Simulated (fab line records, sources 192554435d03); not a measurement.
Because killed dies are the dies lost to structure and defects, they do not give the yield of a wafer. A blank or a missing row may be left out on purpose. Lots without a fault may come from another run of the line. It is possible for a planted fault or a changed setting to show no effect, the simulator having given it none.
Chamber matching    flow n5 finfet    N5_FIN_SAQP_ETCH_57 on rie diel-05 has 4 sister chambers
The step etches SiNx in CH3F/O2, target depth 32.5 nm, time 46.4 s. 4 wafers are shown with their chamber, then 8 later ones without.

== WAFERS PAIRED WITH THEIR CHAMBERS ==
wafer   chamber  showerhead plenum p Torr (Torr)
L081.1  1        2.07
L083.2  0        2.08
L083.5  2        2.13
L084.1  3        1.87

== WAFERS WITHOUT THEIR CHAMBER ==
wafer   showerhead plenum p Torr (Torr)
L084.3  2.13
L084.4  2.07
L086.1  2.06
L086.3  2.13
L086.5  2.13
L091.1  1.87
L091.2  2.06
L091.6  2.06

== THE CHAMBER EACH PASSED THROUGH ==
wafer   from the rows above      in truth
L084.3  2                        2
L084.4  can't be placed: 1 or 0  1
L086.1  can't be placed: 1 or 0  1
L086.3  2                        2
L086.5  2                        2
L091.1  3                        3
L091.2  can't be placed: 1 or 0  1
L091.6  can't be placed: 1 or 0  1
Correctly placed: 4 of 8. Cannot be placed on the basis of these rows: 4; the candidates contain the true chamber in 4. 0 placed wrongly.
How it was worked out, from the rows above alone: a wafer's distance from a chamber is the root of the sum, over the readings, of the square of ((its reading less the chamber's mean) divided by the reading's scatter). The wafer belongs to the nearest chamber; if the next one is less than 2 further off, it can't be placed. For every chamber, the mean is computed from those of its wafers that are shown. The scatter: with one shown wafer a chamber, the root of the mean of the squares of how far each hidden wafer lies from its nearest shown one.
